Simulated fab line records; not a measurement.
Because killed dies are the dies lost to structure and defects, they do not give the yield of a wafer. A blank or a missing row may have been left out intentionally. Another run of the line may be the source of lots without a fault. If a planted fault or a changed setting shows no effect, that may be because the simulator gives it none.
fab line records	flow n5-finfet
[record] lots = 24	wafers = 72	last-day = 17
route steps=1938 shown BEOL_M9@1454 BEOL_M10@1483
lots untouched by any fault: they come from a run of this same line in which no faults occurred
start-h: hours from the record's opening day to when the first of the lot's shown wafers began	wait-h: hours since the lot's step before	" as in the row above	L1.1+2: a single row standing in for several wafers	- either no value or no given start	* or withheld: withheld	< > ~ a bound
route shown NAME@n: names a module that has steps shown in the file, with the first one's number in the route	usual: mean and standard deviation over wafers with no fault	same: alike in all rows	chamber/n: place in a boat	sites: per-site readings	_std_site: the standard deviation of these	_edge_site: outer sites' mean less inner sites'	radius-mm: how far each site lies from the wafer's centre	mask NAME#n: copy n	behind: the last tool/chamber to shape the wafer	hold: the reason the lot was held/the length of the hold in hours/how it ended	device: whichever transistor did not switch (one of n, p or np)	end of line: the same wafers' tests at the end of the route	a step without rows: its recipe alone	killed: at the first sort, the dies lost to defects and structure; wafer yield is something else	map: dies across one wafer; x = killed, . = not, _ = none there
set.NAME: the setting that was run; set.NAME@STEP: the one run at that earlier step	model.NAME: the simulator's own value behind a step, which no gauge read
steps of the route over a sample of lots; a table a step, a row a wafer
services: when a tool's chamber went out of use (start-h, in hours from the record's first day, below 0 if earlier), for how many hours, and the reason
[[steps]]
[step N5_BEOL_M9_CD_MEAS_35]
[recipe] target-cd-nm = 70	target-cd-y-nm = 40	polarity = opening
[usual] cd-nm = 70.3/0.86
lot.wafer	tool	chamber	start-h	wait-h	cd-nm
L074.2	cd-sem-02	-	226.44	0.0	72.5
L074.5	"	-	"	"	70.2
L074.6	"	-	"	"	70.9
L076.1	cd-sem-03	-	226.61	0.0	70.3
L076.4	"	-	"	"	71.9
L076.6	"	-	"	"	71.3
L075.2	cd-sem-01	-	243.09	0.0	69.8
L075.5	"	-	"	"	70.1
L075.6	"	-	"	"	70.6
L077.1	cd-sem-02	-	243.26	0.0	70.6
L077.4	"	-	"	"	70.0
L077.5	"	-	"	"	69.7
L078.1	cd-sem-01	-	243.34	0.0	71.0
L078.2	"	-	"	"	70.1
L078.3	"	-	"	"	69.8
L080.2	cd-sem-01	-	250.53	0.0	69.0
L080.4	"	-	"	"	69.4
L080.5	"	-	"	"	70.3
L079.2	cd-sem-01	-	250.68	0.0	70.3
L079.4	"	-	"	"	70.7
L079.6	"	-	"	"	70.6
L082.1	cd-sem-02	-	258.15	0.0	71.1
L082.4	"	-	"	"	69.6
L082.5	"	-	"	"	71.0
L081.1	cd-sem-03	-	267.40	0.0	68.3
L081.4	"	-	"	"	69.2
L081.5	"	-	"	"	68.7
L083.1	cd-sem-02	-	269.11	0.0	68.9
L083.4	"	-	"	"	70.6
L083.5	"	-	"	"	70.0
L084.1	cd-sem-02	-	272.85	0.0	70.3
L084.2	"	-	"	"	69.8
L084.5	"	-	"	"	69.8
L085.3	cd-sem-03	-	292.69	0.0	71.1
L085.4	"	-	"	"	70.9
L085.5	"	-	"	"	70.7
L086.3	cd-sem-01	-	299.85	0.0	69.9
L086.4	"	-	"	"	69.5
L086.6	"	-	"	"	70.0
L087.1	cd-sem-01	-	300.51	0.0	68.7
L087.4	"	-	"	"	71.2
L087.6	"	-	"	"	70.7
L089.2	cd-sem-01	-	308.32	0.0	69.8
L089.4	"	-	"	"	70.0
L089.6	"	-	"	"	70.9
L088.1	cd-sem-02	-	308.37	0.0	71.0
L088.4	"	-	"	"	69.8
L088.5	"	-	"	"	71.4
L090.2	cd-sem-01	-	308.75	0.0	69.3
L090.3	"	-	"	"	71.1
L090.6	"	-	"	"	69.2
L091.1	cd-sem-03	-	311.89	0.0	70.5
L091.3	"	-	"	"	70.4
L091.6	"	-	"	"	70.6
L092.2	cd-sem-01	-	317.02	0.0	70.6
L092.4	"	-	"	"	70.6
L092.5	"	-	"	"	71.3
L093.2	cd-sem-01	-	336.25	0.0	70.6
L093.3	"	-	"	"	69.8
L093.5	"	-	"	"	70.9
L095.1	cd-sem-01	-	339.02	0.0	70.1
L095.3	"	-	"	"	69.7
L095.6	"	-	"	"	69.3
L096.2	cd-sem-03	-	346.16	0.0	69.3
L096.3	"	-	"	"	70.7
L096.5	"	-	"	"	70.7
L094.1	cd-sem-02	-	348.68	0.0	70.8
L094.4	"	-	"	"	70.7
L094.5	"	-	"	"	70.3
L097.1	cd-sem-03	-	359.18	0.0	70.1
L097.2	"	-	"	"	70.3
L097.3	"	-	"	"	70.8
[step N5_BEOL_M9_ANNEAL_51]
[recipe] temp-c = 225	time-s = 90	ambient = N2
[usual] wafer_temp_C_max = 226.37/0.29
lot.wafer	tool	chamber	start-h	wait-h	wafer_temp_C_max
L074.2	rtp-anneal-02	0	228.08	0.2	226.37
L074.5	"	0	"	"	226.22
L074.6	"	0	"	"	226.41
L076.1	rtp-anneal-01	0	229.84	0.1	226.64
L076.4	"	0	"	"	226.54
L076.6	"	0	"	"	226.67
L075.2	rtp-anneal-02	0	244.63	0.1	226.30
L075.5	"	0	"	"	226.24
L075.6	"	0	"	"	226.13
L077.1	rtp-anneal-02	0	244.86	0.3	225.86
L077.4	"	0	"	"	225.87
L077.5	"	0	"	"	226.79
L078.1	rtp-anneal-01	0	244.91	0.2	226.08
L078.2	"	0	"	"	226.28
L078.3	"	0	"	"	226.84
L080.2	rtp-anneal-01	0	251.82	0.1	226.54
L080.4	"	0	"	"	227.07
L080.5	"	0	"	"	226.08
L079.2	rtp-anneal-02	0	252.00	0.1	226.90
L079.4	"	0	"	"	226.18
L079.6	"	0	"	"	226.40
L082.1	rtp-anneal-01	0	259.60	0.2	226.33
L082.4	"	0	"	"	226.36
L082.5	"	0	"	"	226.26
L081.1	rtp-anneal-01	0	269.00	0.3	226.27
L081.4	"	0	"	"	226.05
L081.5	"	0	"	"	226.62
L083.1	rtp-anneal-01	0	271.87	0.1	226.63
L083.4	"	0	"	"	225.78
L083.5	"	0	"	"	226.32
L084.1	rtp-anneal-01	0	276.80	0.1	226.11
L084.2	"	0	"	"	226.45
L084.5	"	0	"	"	226.43
L085.3	rtp-anneal-02	0	294.32	0.1	226.23
L085.4	"	0	"	"	226.49
L085.5	"	0	"	"	226.56
L086.3	rtp-anneal-02	0	301.83	0.1	226.75
L086.4	"	0	"	"	226.65
L086.6	"	0	"	"	226.98
L087.1	rtp-anneal-01	0	302.08	0.1	226.06
L087.4	"	0	"	"	226.35
L087.6	"	0	"	"	226.31
L089.2	rtp-anneal-02	0	310.32	0.1	226.40
L089.4	"	0	"	"	226.67
L089.6	"	0	"	"	226.38
L088.1	rtp-anneal-02	0	310.54	0.2	226.63
L088.4	"	0	"	"	226.32
L088.5	"	0	"	"	226.30
L090.2	rtp-anneal-02	0	311.13	0.5	226.40
L090.3	"	0	"	"	226.13
L090.6	"	0	"	"	226.08
L091.1	rtp-anneal-02	0	314.57	0.1	226.42
L091.3	"	0	"	"	226.08
L091.6	"	0	"	"	226.19
L092.2	rtp-anneal-02	0	318.80	0.2	226.35
L092.4	"	0	"	"	227.27
L092.5	"	0	"	"	226.62
L093.2	rtp-anneal-01	0	339.79	1.8	226.51
L093.3	"	0	"	"	226.49
L093.5	"	0	"	"	226.17
L095.1	rtp-anneal-02	0	340.82	0.1	226.38
L095.3	"	0	"	"	226.23
L095.6	"	0	"	"	226.35
L096.2	rtp-anneal-02	0	348.38	0.2	226.17
L096.3	"	0	"	"	225.94
L096.5	"	0	"	"	225.82
L094.1	rtp-anneal-01	0	351.48	0.1	226.03
L094.4	"	0	"	"	226.02
L094.5	"	0	"	"	225.88
L097.1	rtp-anneal-01	0	360.82	0.1	226.93
L097.2	"	0	"	"	226.35
L097.3	"	0	"	"	226.77
[step N5_BEOL_M9_CMP_52]
[recipe] stop-on = SiCOH_lowk	t-overpolish-s = 7	down-force-psi = 1	platen-rpm = 50	clearing-platen-down-force-psi = 1.5	clearing-platen-rpm = 50	post-cmp-clean = cu-alkaline	target-thk-nm = 140	clearing-platen-pad-velocity-m-s = 0.99484	pad-velocity-m-s = 0.99484
[usual] barrier-field-endpoint-s = 28.8/0.91	motor-current-A = 6.2/0.74	overpolish-run-s = 7.002/0.0086	time-to-endpoint-s = 67/4.8
lot.wafer	tool	chamber	start-h	wait-h	barrier-field-endpoint-s	motor-current-A	overpolish-run-s	time-to-endpoint-s
L074.2	cmp-03	3	228.44	0.3	27.6	7.6	6.996	62
L074.5	"	0	"	"	29.0	6.1	7.026	63
L074.6	"	1	"	"	28.2	5.3	7.005	61
L076.1	cmp-04	0	230.14	0.3	30.0	5.4	7.004	67
L076.4	"	3	"	"	29.4	6.8	7.015	67
L076.6	"	0	"	"	29.4	5.6	6.998	65
L075.2	cmp-01	1	245.00	0.3	27.5	6.3	6.989	58
L075.5	"	2	"	"	28.5	6.6	7.021	64
L075.6	"	3	"	"	29.5	6.5	6.998	71
L077.4	cmp-04	3	245.19	0.2	29.4	6.7	6.989	68
L077.1	"	1	"	"	28.5	5.9	7.007	66
L077.5	"	2	"	"	29.8	6.3	6.995	73
L078.3	cmp-01	2	245.25	0.2	29.9	6.6	6.991	64
L078.2	"	3	"	"	29.4	6.3	6.995	65
L078.1	"	0	"	"	27.7	5.2	6.996	54
L080.2	cmp-04	1	252.15	0.3	28.1	5.7	6.999	70
L080.4	"	2	"	"	30.4	6.1	6.989	75
L080.5	"	3	"	"	28.8	6.5	7.007	69
L079.4	cmp-03	3	252.25	0.1	29.5	7.7	7.002	65
L079.2	"	2	"	"	29.2	6.1	7.000	67
L079.6	"	0	"	"	29.9	6.4	6.990	69
L082.4	cmp-04	2	259.93	0.2	30.7	6.3	7.006	77
L082.1	"	3	"	"	29.3	7.0	7.001	69
L082.5	"	1	"	"	30.8	5.8	7.005	72
L081.1	cmp-03	2	269.34	0.3	28.2	5.8	7.001	69
L081.4	"	3	"	"	27.6	8.1	7.006	65
L081.5	"	2	"	"	28.8	5.9	7.006	70
L083.1	cmp-03	3	272.21	0.3	28.0	7.7	7.003	68
L083.4	"	0	"	"	29.6	6.3	7.002	69
L083.5	"	2	"	"	28.6	5.7	6.993	70
L084.2	cmp-04	0	277.13	0.2	27.9	5.7	7.011	71
L084.1	"	1	"	"	29.0	5.8	7.013	68
L084.5	"	3	"	"	28.1	6.8	6.997	69
L085.3	cmp-01	3	294.53	0.2	27.8	6.3	7.012	69
L085.4	"	2	"	"	28.4	6.4	7.016	67
L085.5	"	3	"	"	28.3	6.2	7.009	69
L086.3	cmp-01	2	302.04	0.2	28.5	6.4	7.010	64
L086.4	"	3	"	"	29.8	6.0	6.996	71
L086.6	"	3	"	"	29.3	6.4	6.994	68
L087.1	cmp-04	3	302.56	0.4	28.9	7.0	7.009	71
L087.4	"	0	"	"	28.7	5.7	7.004	70
L087.6	"	2	"	"	29.8	5.9	6.998	74
L089.4	cmp-03	1	310.61	0.2	28.1	5.1	7.000	63
L089.2	"	3	"	"	28.3	7.5	6.995	64
L089.6	"	0	"	"	28.1	6.4	7.006	66
L088.4	cmp-04	1	310.88	0.2	28.6	5.7	7.017	67
L088.1	"	2	"	"	30.8	6.2	7.004	76
L088.5	"	1	"	"	29.0	5.9	6.999	68
L090.3	cmp-01	3	311.38	0.2	28.3	6.1	7.009	66
L090.2	"	0	"	"	27.1	5.2	6.990	56
L090.6	"	0	"	"	26.4	5.3	7.000	54
L091.1	cmp-01	1	314.86	0.3	28.4	6.3	6.997	64
L091.3	"	0	"	"	27.2	5.0	7.005	59
L091.6	"	2	"	"	29.4	6.4	7.006	68
L092.4	cmp-03	2	319.05	0.1	29.7	5.5	7.003	72
L092.2	"	0	"	"	30.1	6.7	7.006	76
L092.5	"	2	"	"	29.5	5.4	7.000	71
L093.3	cmp-03	2	340.30	0.3	29.5	5.8	7.011	67
L093.2	"	3	"	"	28.9	8.3	6.992	64
L093.5	"	1	"	"	28.8	5.0	7.013	66
L095.3	cmp-04	1	341.12	0.2	28.6	5.8	7.006	64
L095.1	"	2	"	"	29.3	6.6	6.998	69
L095.6	"	2	"	"	29.8	6.2	6.985	71
L096.2	cmp-01	2	348.67	0.2	28.8	6.5	6.995	67
L096.3	"	3	"	"	30.0	6.2	6.992	68
L096.5	"	2	"	"	29.1	6.4	6.998	64
L094.4	cmp-03	0	351.85	0.2	29.7	6.2	7.000	70
L094.1	"	1	"	"	29.2	5.0	7.009	66
L094.5	"	3	"	"	28.8	7.8	6.992	66
L097.1	cmp-03	2	361.15	0.3	28.3	6.0	7.010	65
L097.2	"	3	"	"	27.9	7.6	7.003	58
L097.3	"	0	"	"	28.4	6.1	7.013	61
[step N5_BEOL_M10_CD_MEAS_11]
[recipe] target-cd-nm = 64.1	landing-energy-ev = 500	detector = se-inlens	polarity = opening
[usual] cd-nm = 64.2/0.66
lot.wafer	tool	chamber	start-h	wait-h	cd-nm
L074.2	cd-sem-03	0	231.90	-	63.0
L074.5	"	0	"	"	64.8
L074.6	"	0	"	"	63.8
L076.1	cd-sem-01	0	232.41	-	64.4
L076.4	"	0	"	"	63.8
L076.6	"	0	"	"	64.1
L075.2	cd-sem-03	0	247.96	-	64.1
L075.5	"	0	"	"	64.9
L075.6	"	0	"	"	63.9
L077.1	cd-sem-03	0	248.12	-	64.0
L077.4	"	0	"	"	64.4
L077.5	"	0	"	"	65.2
L078.1	cd-sem-03	0	248.16	-	64.1
L078.2	"	0	"	"	64.4
L078.3	"	0	"	"	64.3
L080.2	cd-sem-03	0	255.05	-	64.3
L080.4	"	0	"	"	64.2
L080.5	"	0	"	"	64.6
L079.2	cd-sem-03	0	255.38	-	65.3
L079.4	"	0	"	"	63.8
L079.6	"	0	"	"	65.4
L082.1	cd-sem-03	0	263.20	-	63.1
L082.4	"	0	"	"	64.3
L082.5	"	0	"	"	64.5
L081.1	cd-sem-01	0	271.90	-	65.8
L081.4	"	0	"	"	65.3
L081.5	"	0	"	"	64.7
L083.1	cd-sem-03	0	273.72	-	63.8
L083.4	"	0	"	"	64.4
L083.5	"	0	"	"	64.8
L084.1	cd-sem-02	0	280.20	-	64.5
L084.2	"	0	"	"	65.4
L084.5	"	0	"	"	64.4
L085.3	cd-sem-03	0	297.14	-	63.8
L085.4	"	0	"	"	63.2
L085.5	"	0	"	"	63.5
L086.3	cd-sem-03	0	304.83	-	63.4
L086.4	"	0	"	"	63.6
L086.6	"	0	"	"	63.5
L087.1	cd-sem-01	0	305.01	-	64.3
L087.4	"	0	"	"	64.8
L087.6	"	0	"	"	64.2
L089.2	cd-sem-03	0	313.91	-	64.9
L089.4	"	0	"	"	63.2
L089.6	"	0	"	"	64.7
L088.1	cd-sem-01	0	314.21	-	63.6
L088.4	"	0	"	"	64.5
L088.5	"	0	"	"	64.1
L090.2	cd-sem-03	0	314.44	-	64.4
L090.3	"	0	"	"	64.1
L090.6	"	0	"	"	64.5
L091.1	cd-sem-03	0	317.49	-	63.5
L091.3	"	0	"	"	63.2
L091.6	"	0	"	"	62.5
L092.2	cd-sem-01	0	322.49	-	64.8
L092.4	"	0	"	"	64.4
L092.5	"	0	"	"	64.1
L093.2	cd-sem-01	0	345.99	-	64.4
L093.3	"	0	"	"	65.2
L093.5	"	0	"	"	64.1
L095.1	cd-sem-02	0	346.39	-	63.2
L095.3	"	0	"	"	64.2
L095.6	"	0	"	"	64.1
L096.2	cd-sem-01	0	351.01	-	63.8
L096.3	"	0	"	"	63.5
L096.5	"	0	"	"	65.1
L094.1	cd-sem-02	0	357.29	-	64.2
L094.4	"	0	"	"	65.0
L094.5	"	0	"	"	64.5
L097.1	cd-sem-03	0	363.53	-	63.9
L097.2	"	0	"	"	64.3
L097.3	"	0	"	"	64.6
[step N5_BEOL_M10_CD_MEAS_18]
[recipe] pitch-nm = 140	target-cd-nm = 70
[usual] cd-nm = 70.1/0.68
lot.wafer	tool	chamber	start-h	wait-h	cd-nm
L074.2	cd-sem-03	-	232.59	0.1	69.2
L074.5	"	-	"	"	70.7
L074.6	"	-	"	"	70.5
L076.1	cd-sem-03	-	233.06	0.0	69.7
L076.4	"	-	"	"	70.3
L076.6	"	-	"	"	70.2
L075.2	cd-sem-03	-	248.51	0.1	70.0
L075.5	"	-	"	"	70.5
L075.6	"	-	"	"	69.3
L077.1	cd-sem-02	-	248.68	0.0	70.2
L077.4	"	-	"	"	70.5
L077.5	"	-	"	"	72.0
L078.1	cd-sem-02	-	248.70	0.0	69.5
L078.2	"	-	"	"	69.3
L078.3	"	-	"	"	70.3
L080.2	cd-sem-01	-	255.71	0.1	70.0
L080.4	"	-	"	"	71.0
L080.5	"	-	"	"	70.5
L079.2	cd-sem-01	-	255.96	0.1	71.1
L079.4	"	-	"	"	69.2
L079.6	"	-	"	"	71.4
L082.1	cd-sem-03	-	264.11	0.1	69.0
L082.4	"	-	"	"	68.9
L082.5	"	-	"	"	70.3
L081.1	cd-sem-03	-	272.66	0.0	70.9
L081.4	"	-	"	"	71.1
L081.5	"	-	"	"	71.0
L083.1	cd-sem-03	-	274.45	0.0	69.5
L083.4	"	-	"	"	70.7
L083.5	"	-	"	"	70.7
L084.1	cd-sem-01	-	280.75	0.0	69.8
L084.2	"	-	"	"	71.0
L084.5	"	-	"	"	70.3
L085.3	cd-sem-01	-	297.82	0.1	70.1
L085.4	"	-	"	"	68.4
L085.5	"	-	"	"	68.9
L086.3	cd-sem-02	-	305.42	0.1	69.4
L086.4	"	-	"	"	69.2
L086.6	"	-	"	"	69.6
L087.1	cd-sem-01	-	305.64	0.0	70.4
L087.4	"	-	"	"	70.3
L087.6	"	-	"	"	70.1
L089.2	cd-sem-03	-	314.51	0.1	70.1
L089.4	"	-	"	"	69.4
L089.6	"	-	"	"	69.7
L088.1	cd-sem-02	-	314.96	0.0	70.0
L088.4	"	-	"	"	69.7
L088.5	"	-	"	"	70.2
L090.2	cd-sem-02	-	315.04	0.1	70.8
L090.3	"	-	"	"	70.7
L090.6	"	-	"	"	71.5
L091.1	cd-sem-03	-	318.03	0.0	69.7
L091.3	"	-	"	"	69.4
L091.6	"	-	"	"	69.0
L092.2	cd-sem-01	-	323.03	0.1	70.1
L092.4	"	-	"	"	69.8
L092.5	"	-	"	"	70.1
L093.2	cd-sem-03	-	346.76	0.1	70.2
L093.3	"	-	"	"	71.1
L093.5	"	-	"	"	69.8
L095.1	cd-sem-01	-	347.20	0.0	69.9
L095.3	"	-	"	"	70.0
L095.6	"	-	"	"	71.0
L096.2	cd-sem-01	-	352.04	0.1	68.8
L096.3	"	-	"	"	69.9
L096.5	"	-	"	"	71.1
L094.1	cd-sem-03	-	357.94	0.0	70.4
L094.4	"	-	"	"	69.5
L094.5	"	-	"	"	69.9
L097.1	cd-sem-01	-	364.26	0.0	69.4
L097.2	"	-	"	"	69.8
L097.3	"	-	"	"	69.9
[step N5_BEOL_M10_DESCUM_33]
[recipe] chemistry = O2	time-s = 7.9	source-power-w = 50	bias-power-w = 20	pressure-mtorr = 20	rf-frequency-hz = 2.712e+07	temp-c = 40	resist = CAR-ArF	o2-flow-sccm = 225
[usual] drypump-motor-current-A = 5.7/0.36	oes-product-au = 0.80/0.093	rf-fwd-power-W = 49.44/0.23	rf-vpp-V = 243.1/1.2	showerhead-plenum-p-Torr = 2.08/0.063	throttle-valve-pct = 20.25/0.24
lot.wafer	tool	chamber	start-h	wait-h	drypump-motor-current-A	oes-product-au	rf-fwd-power-W	rf-hours-counter-h	rf-vpp-V	showerhead-plenum-p-Torr	throttle-valve-pct
L074.2	rie-diel-01	0	234.53	0.0	5.7	0.70	49.07	230	241.7	1.97	20.40
L074.5	"	1	"	"	5.8	0.83	49.50	-	243.3	2.10	19.86
L074.6	"	0	"	"	5.8	0.70	48.95	-	241.2	1.97	20.40
L076.1	rie-diel-03	1	235.43	0.0	5.1	0.87	49.59	29	244.7	2.13	20.29
L076.4	"	0	"	"	6.4	0.71	49.44	-	241.6	2.06	20.51
L076.6	"	2	"	"	5.6	0.88	49.39	-	243.5	2.11	19.84
L075.2	rie-diel-04	1	250.08	0.0	5.4	0.87	49.61	55	242.6	2.04	20.39
L075.5	"	0	"	"	6.1	0.70	49.69	-	242.8	2.03	20.31
L075.6	"	1	"	"	5.4	0.85	49.70	-	242.8	2.04	20.38
L077.1	rie-diel-03	2	250.21	0.1	5.6	0.88	49.07	55	243.4	2.11	19.84
L077.4	"	1	"	"	5.1	0.84	49.34	-	244.1	2.13	20.31
L077.5	"	0	"	"	6.4	0.70	49.21	-	241.9	2.06	20.50
L078.1	rie-diel-01	1	250.51	0.3	5.8	0.81	49.40	84	244.7	2.10	19.86
L078.2	"	2	"	"	5.9	0.89	49.74	32	241.7	2.05	20.17
L078.3	"	0	"	"	5.8	0.70	49.05	235	242.4	1.97	20.38
L079.2	rie-diel-01	1	257.56	0.0	5.8	0.82	49.63	87	243.9	2.10	19.88
L079.4	"	3	"	"	5.3	0.68	49.67	211	244.4	2.17	20.51
L079.6	"	3	"	"	5.3	0.67	49.45	-	242.9	2.17	20.51
L080.2	rie-diel-03	3	258.10	0.3	5.4	0.99	49.72	1	244.5	2.06	20.48
L080.4	"	0	"	"	6.4	0.69	49.54	215	243.2	2.06	20.50
L080.5	"	2	"	"	5.6	0.87	49.45	-	242.2	2.11	19.85
L082.1	rie-diel-01	0	266.45	0.0	5.7	0.70	49.17	240	241.3	1.97	20.39
L082.4	"	3	"	"	5.4	0.68	49.58	214	243.9	2.17	20.51
L082.5	"	0	"	"	5.7	0.69	48.88	-	242.8	1.97	20.40
L083.1	rie-diel-03	3	276.37	0.0	5.4	0.97	49.74	7	243.5	2.06	20.50
L083.4	"	1	"	"	5.1	0.84	49.74	46	244.0	2.12	20.31
L083.5	"	0	"	"	6.3	0.68	49.68	-	241.9	2.05	20.51
L081.1	rie-diel-01	1	276.80	0.3	5.7	0.82	49.36	93	243.5	2.10	19.90
L081.4	"	2	"	"	5.9	0.88	49.67	41	242.2	2.05	20.18
L081.5	"	1	"	"	5.8	0.81	49.44	-	244.7	2.10	19.89
L084.1	rie-diel-01	1	285.02	0.0	5.7	0.80	49.11	95	241.9	2.10	19.88
L084.2	"	3	"	"	5.3	0.67	49.70	219	243.3	2.17	20.51
L084.5	"	2	"	"	5.9	0.88	49.44	-	242.6	2.05	20.17
L085.3	rie-diel-04	1	298.83	0.0	5.4	0.82	49.50	77	242.0	2.03	20.43
L085.4	"	3	"	"	4.9	0.74	49.51	200	241.8	1.97	20.35
L085.5	"	3	"	"	4.9	0.73	49.39	-	242.0	1.97	20.36
L087.1	rie-diel-01	2	308.81	0.1	5.9	0.86	49.73	53	241.7	2.04	20.20
L087.4	"	3	"	"	5.4	0.66	49.73	-	243.2	2.16	20.53
L087.6	"	1	"	"	5.7	0.79	49.41	-	243.8	2.09	19.89
L086.3	rie-diel-01	0	309.31	0.5	5.7	0.99	49.40	0	245.2	2.23	20.13
L086.4	"	1	"	"	5.7	0.79	49.61	106	243.0	2.09	19.88
L086.6	"	1	"	"	5.7	0.79	49.41	-	243.0	2.09	19.90
L089.2	rie-diel-03	2	315.03	0.0	5.7	0.85	49.51	77	243.6	2.10	19.87
L089.4	"	0	"	"	6.4	0.68	49.61	236	242.2	2.05	20.53
L089.6	"	2	"	"	5.6	0.84	49.29	-	242.4	2.10	19.88
L088.1	rie-diel-01	2	316.36	0.0	5.9	0.86	49.49	56	241.5	2.04	20.21
L088.4	"	1	"	"	5.8	0.79	49.34	109	243.6	2.09	19.89
L088.5	"	1	"	"	5.8	0.80	49.39	-	243.4	2.09	19.91
L090.2	rie-diel-03	2	316.53	0.0	5.6	0.85	48.82	78	245.3	2.10	19.90
L090.3	"	3	"	"	5.4	0.92	49.63	20	241.8	2.06	20.52
L090.6	"	1	"	"	5.1	0.81	49.86	-	244.9	2.12	20.34
L091.1	rie-diel-03	0	318.53	0.0	6.4	0.68	49.65	237	244.0	2.05	20.54
L091.3	"	1	"	"	5.1	0.81	49.61	61	244.0	2.12	20.33
L091.6	"	0	"	"	6.4	0.67	49.40	-	241.5	2.05	20.54
L092.2	rie-diel-03	1	326.41	0.2	5.1	0.80	49.34	64	243.0	2.12	20.34
L092.4	"	3	"	"	5.4	0.92	49.39	25	241.9	2.05	20.52
L092.5	"	1	"	"	5.1	0.81	49.34	-	244.0	2.12	20.33
L093.2	rie-diel-04	1	347.99	0.8	5.4	0.81	49.74	92	241.7	2.03	20.45
L093.3	"	2	"	"	5.5	0.76	49.45	122	241.5	2.02	20.24
L093.5	"	2	"	"	5.5	0.76	49.37	-	242.1	2.02	20.25
L095.1	rie-diel-01	3	348.00	0.3	5.3	0.66	49.67	246	243.8	2.16	20.55
L095.3	"	2	"	"	5.9	0.85	49.52	69	242.3	2.04	20.22
L095.6	"	0	"	"	5.8	0.92	49.16	-	246.8	2.23	20.14
L096.2	rie-diel-03	3	356.26	0.0	5.4	0.90	49.41	33	243.1	2.05	20.54
L096.3	"	1	"	"	5.1	0.80	49.56	74	243.0	2.11	20.38
L096.5	"	3	"	"	5.4	0.89	49.47	-	243.2	2.05	20.54
L094.1	rie-diel-01	3	358.44	0.0	5.3	0.65	49.47	249	244.6	2.15	20.58
L094.4	"	0	"	"	5.8	0.91	49.05	18	243.3	2.23	20.14
L094.5	"	0	"	"	5.8	0.91	48.97	-	243.5	2.22	20.16
L097.1	rie-diel-01	1	365.15	0.0	5.7	0.78	49.53	127	244.6	2.08	19.92
L097.2	"	0	"	"	5.7	0.90	49.17	21	244.8	2.22	20.18
L097.3	"	2	"	"	5.9	0.83	49.53	75	242.1	2.03	20.24
[[services]]
tool	chamber	start-h	hours	kind
rie-diel-04	3	218.89	32.8	repair
cmp-04	-	220.54	7.4	pm
rie-diel-01	-	236.60	0.2	repair
cmp-01	-	248.64	0.6	repair
cmp-03	-	250.05	1.6	repair
cmp-01	-	251.86	0.9	repair
cmp-01	-	270.30	3.7	repair
cmp-04	-	280.31	0.6	repair
rie-diel-01	0	293.81	-	clean
rie-diel-01	0	293.81	-	consumable-replace:focus-ring
rie-diel-01	0	293.81	-	consumable-replace:showerhead
rie-diel-01	0	293.81	15.5	scheduled-down
rie-diel-01	0	293.81	15.5	vent-cycle
cmp-03	-	293.91	4.0	pm
cmp-04	-	312.68	0.7	repair
cmp-03	-	314.87	4.0	pm
cmp-01	-	333.27	0.5	repair
cmp-04	-	342.31	2.2	repair
cmp-01	-	343.67	0.3	repair
cmp-04	-	344.71	2.0	repair
rie-diel-01	3	359.84	-	clean
rie-diel-01	3	359.84	-	consumable-replace:focus-ring
rie-diel-01	3	359.84	24.6	scheduled-down
rie-diel-03	1	362.98	15.7	repair
[[key]]
fault none
